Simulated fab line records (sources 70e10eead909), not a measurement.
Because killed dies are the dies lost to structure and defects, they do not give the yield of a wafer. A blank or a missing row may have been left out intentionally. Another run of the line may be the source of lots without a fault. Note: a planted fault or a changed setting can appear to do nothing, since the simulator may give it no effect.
Which tool did it? | flow nandHarc | 11 lots with 33 wafers sampled at 7 steps, on a route of 1159 steps

## WHAT THE GAUGES READ, wafer by wafer
NHARC_P_CONTACT_INSPECT_14.
lot  | measured     | on               | rawDefectCount
L731 | day 5 15:03  | defectInspect-02 | 5 3 4
L734 | day 6 18:58  | defectInspect-02 | 3 4 5
L735 | day 6 20:07  | defectInspect-01 | 6 1 3
L736 | day 7 01:27  | defectInspect-02 | 1 5 4
L737 | day 7 02:19  | defectInspect-01 | 4 5 1
L738 | day 7 08:52  | defectInspect-01 | 2 3 7
L746 | day 9 10:31  | defectInspect-02 | 2 4 3
L750 | day 10 09:51 | defectInspect-02 | 1 4 3
L752 | day 10 14:07 | defectInspect-01 | 2 6 3
L751 | day 10 14:32 | defectInspect-01 | 2 3 3
L754 | day 11 13:36 | defectInspect-01 | 3 3 2

NHARC_P_M0_CD_MEAS_09: the cd target is 90 nm.
lot  | measured     | on       | cdNm (nm)
L731 | day 5 22:23  | cdSem-01 | 89.2 89.5 90.2
L734 | day 7 00:28  | cdSem-02 | 89.7 89.3 89.4
L735 | day 7 01:08  | cdSem-01 | 90.2 90.1 89.1
L736 | day 7 05:25  | cdSem-02 | 89.0 83.1 90.0
L737 | day 7 06:38  | cdSem-01 | 83.8 89.3 89.8
L738 | day 7 15:27  | cdSem-02 | 89.5 88.5 88.6
L746 | day 9 23:13  | cdSem-01 | 89.7 89.5 89.8
L750 | day 10 14:20 | cdSem-02 | 89.7 89.9 89.9
L752 | day 10 18:33 | cdSem-01 | 89.0 89.1 89.5
L751 | day 10 18:54 | cdSem-01 | 89.2 89.2 88.6
L754 | day 11 22:29 | cdSem-02 | 89.4 89.1 90.2

NHARC_P_M0_CD_MEAS_16.
lot  | measured     | on       | cdNm (nm)
L731 | day 5 22:52  | cdSem-03 | 89.8 88.9 89.3
L734 | day 7 00:58  | cdSem-02 | 89.4 89.4 89.2
L735 | day 7 01:37  | cdSem-02 | 90.5 89.4 89.7
L736 | day 7 05:55  | cdSem-01 | 89.6 83.5 90.3
L737 | day 7 07:07  | cdSem-02 | 83.5 89.1 89.7
L738 | day 7 15:57  | cdSem-03 | 89.4 88.4 88.8
L746 | day 9 23:42  | cdSem-02 | 89.1 89.1 89.2
L750 | day 10 14:49 | cdSem-01 | 88.7 89.4 89.6
L752 | day 10 19:02 | cdSem-02 | 88.2 88.9 88.9
L751 | day 10 19:23 | cdSem-03 | 89.7 89.3 88.3
L754 | day 11 22:59 | cdSem-01 | 88.9 88.7 90.3

NHARC_END_SORT_01.
lot  | measured     | on        | defectLimitedYield (%) | killedAtArray | killedAtOther | killedAtPeriphery | killedDies | killedOpen | killedShort | sort_bin_2_pct (%) | sort_bin_3_pct (%) | sort_bin_4_pct (%) | sortNPass   | sortRimYieldPct (%) | sortYieldPct (%)
L746 | day 24 04:15 | prober-01 | 96.9 97.8 96.9         | 16 14 18      | 3 0 0         | 2 1 3             | 21 15 21   | 2 3 5      | 3 1 3       | 0.4 0.4 1.0        | 0 0 0.15           | 2.7 1.8 1.9        | 656 662 656 | 98 100 98           | 96.9 97.8 96.9

## WHAT TOOL EACH LOT RAN ON (gives the tool, then ch and the chambers of the sampled wafers, and finally the start)
lot  | NHARC_P_CONTACT_DESCUM_17         | NHARC_P_M0_PEB_07                | NHARC_P_M0_DEGAS_28
L731 | rieDiel-05 ch 0,2,3, day 5 15:07  | lithoTrack-01 ch 0, day 5 22:19  | pvdSputter-03, day 5 23:29
L734 | rieDiel-05 ch 2,3, day 6 19:04    | lithoTrack-06 ch 0, day 7 00:23  | pvdSputter-01, day 7 01:37
L735 | rieDiel-06 ch 0,2,3, day 6 20:10  | lithoTrack-06 ch 0, day 7 01:03  | pvdSputter-02, day 7 02:15
L736 | rieDiel-06 ch 0,1,3, day 7 01:31  | lithoTrack-06 ch 0, day 7 05:20  | pvdSputter-02, day 7 06:33
L737 | rieDiel-05 ch 1,2,3, day 7 02:22  | lithoTrack-06 ch 0, day 7 06:33  | pvdSputter-01, day 7 07:46
L738 | rieDiel-06 ch 0,2,3, day 7 08:56  | lithoTrack-01 ch 0, day 7 15:22  | pvdSputter-03, day 7 16:34
L746 | rieDiel-05 ch 0,2, day 9 10:34    | lithoTrack-04 ch 0, day 9 23:08  | pvdSputter-01, day 10 00:22
L750 | rieDiel-06 ch 2,3, day 10 09:55   | lithoTrack-01 ch 0, day 10 14:14 | pvdSputter-01, day 10 15:25
L752 | rieDiel-05 ch 2,3, day 10 14:11   | lithoTrack-01 ch 0, day 10 18:28 | pvdSputter-02, day 10 19:39
L751 | rieDiel-05 ch 1,2,3, day 10 14:37 | lithoTrack-01 ch 0, day 10 18:49 | pvdSputter-03, day 10 20:01
L754 | rieDiel-06 ch 0,1,3, day 11 13:40 | lithoTrack-01 ch 0, day 11 22:24 | pvdSputter-03, day 11 23:37
- NHARC_P_CONTACT_DESCUM_17: chemistry O2, time 3 s.
- NHARC_P_M0_PEB_07: peb time 65 s.
- NHARC_P_M0_DEGAS_28: time 60 s.

## AS READ BY THE TOOLS THEMSELVES (means over the sampled wafers that have a number; for cases with no such wafer, the mark the record gives instead)
NHARC_P_CONTACT_DESCUM_17.
lot  | tool       | drypumpMotorCurrentA (A) | oesProductAu (a.u.) | rfVppV (V) | showerheadPlenumPTorr (Torr) | throttleValvePct (%)
L731 | rieDiel-05 | 5.3                      | 1.006               | 57.8       | 1.85                         | 11.317
L734 | rieDiel-05 | 5.2                      | 1.006               | 57.4       | 1.85                         | 11.322
L735 | rieDiel-06 | 6.2                      | 1.001               | 59.0       | 1.99                         | 11.307
L736 | rieDiel-06 | 6.4                      | 1.010               | 57.7       | 1.93                         | 11.301
L737 | rieDiel-05 | 5.8                      | 1.006               | 57.9       | 1.91                         | 11.318
L738 | rieDiel-06 | 6.2                      | 0.996               | 57.9       | 1.99                         | 11.316
L746 | rieDiel-05 | 4.7                      | 1.002               | 57.6       | 1.82                         | 11.304
L750 | rieDiel-06 | 5.8                      | 0.993               | 58.2       | 2.00                         | 11.309
L752 | rieDiel-05 | 5.8                      | 1.001               | 57.4       | 1.89                         | 11.304
L751 | rieDiel-05 | 5.8                      | 0.998               | 57.4       | 1.91                         | 11.308
L754 | rieDiel-06 | 6.5                      | 0.998               | 58.2       | 1.93                         | 11.311

NHARC_P_M0_PEB_07.
lot  | tool          | heaterPowerTotalW (W)
L731 | lithoTrack-01 | 156.8
L734 | lithoTrack-06 | 156.9
L735 | lithoTrack-06 | 156.8
L736 | lithoTrack-06 | 161.5
L737 | lithoTrack-06 | 161.9
L738 | lithoTrack-01 | 156.9
L746 | lithoTrack-04 | 156.5
L750 | lithoTrack-01 | 156.8
L752 | lithoTrack-01 | 156.7
L751 | lithoTrack-01 | 156.7
L754 | lithoTrack-01 | 156.7

NHARC_P_M0_DEGAS_28.
lot  | tool          | heaterPowerW (W) | susceptorTempC (C)
L731 | pvdSputter-03 | 319              | 249.96
L734 | pvdSputter-01 | 363              | 250.03
L735 | pvdSputter-02 | 306              | 250.08
L736 | pvdSputter-02 | 290              | 250.00
L737 | pvdSputter-01 | 362              | 249.96
L738 | pvdSputter-03 | 297              | 249.97
L746 | pvdSputter-01 | 363              | 249.93
L750 | pvdSputter-01 | 349              | 250.01
L752 | pvdSputter-02 | 344              | 249.86
L751 | pvdSputter-03 | 339              | 249.75
L754 | pvdSputter-03 | 325              | 249.97

## THE ANSWER, worked out from the rows above alone
Rule: the lots themselves supply what counts as usual. Put in order of their means at a reading, lots are off if they are a third of the lots or fewer, leave a main group of 4 or more, and stand apart from it by a gap of 3 or more times the standard deviation of the main group's means; of several such gaps the widest counts. The tables above print the reading to a certain number of digits; a main group whose means all agree to those digits is not used. Also off: a lot with no number at a reading for which 4 or more lots have one. Where the step has rows for the other lots, those lots are counted as sound. After the gauges, taken in route order, come the tools' own readings; for these a lot's mean is taken, as printed above. The first step at which some lot is off is used, and at that step the reading that is off furthest; a lot without a number counts as furthest.
Off: L736, L737 (NHARC_P_M0_CD_MEAS_09, cdNm). The main group: mean 89.4 nm, standard deviation 0.33.
If a tool, at a process step before that reading, ran all the lots that are off and no sound lot after the first of them, it fits. Not tried: the gauges at NHARC_P_M0_CD_MEAS_09; whatever is off there is also off at NHARC_P_M0_PEB_07, on other tools, and gauge error can't account for it. One candidate fits, namely lithoTrack-06 at NHARC_P_M0_PEB_07. A fault onset in the window from L735 (day 7 01:03, its last sound lot) to L736 (day 7 05:20, its first lot off) fits.
The tool's own readings at NHARC_P_M0_PEB_07 bear it out: on the lots that are off they differ by more than 5 times the standard deviation of the sound lots' means. heaterPowerTotalW reads 161.7 W there against 156.8 W on the sound lots.

## WHAT THE SIMULATOR HAD PUT IN
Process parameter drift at NHARC_P_M0_PEB_07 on lithoTrack-06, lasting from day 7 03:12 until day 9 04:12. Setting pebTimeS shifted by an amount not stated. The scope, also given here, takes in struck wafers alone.
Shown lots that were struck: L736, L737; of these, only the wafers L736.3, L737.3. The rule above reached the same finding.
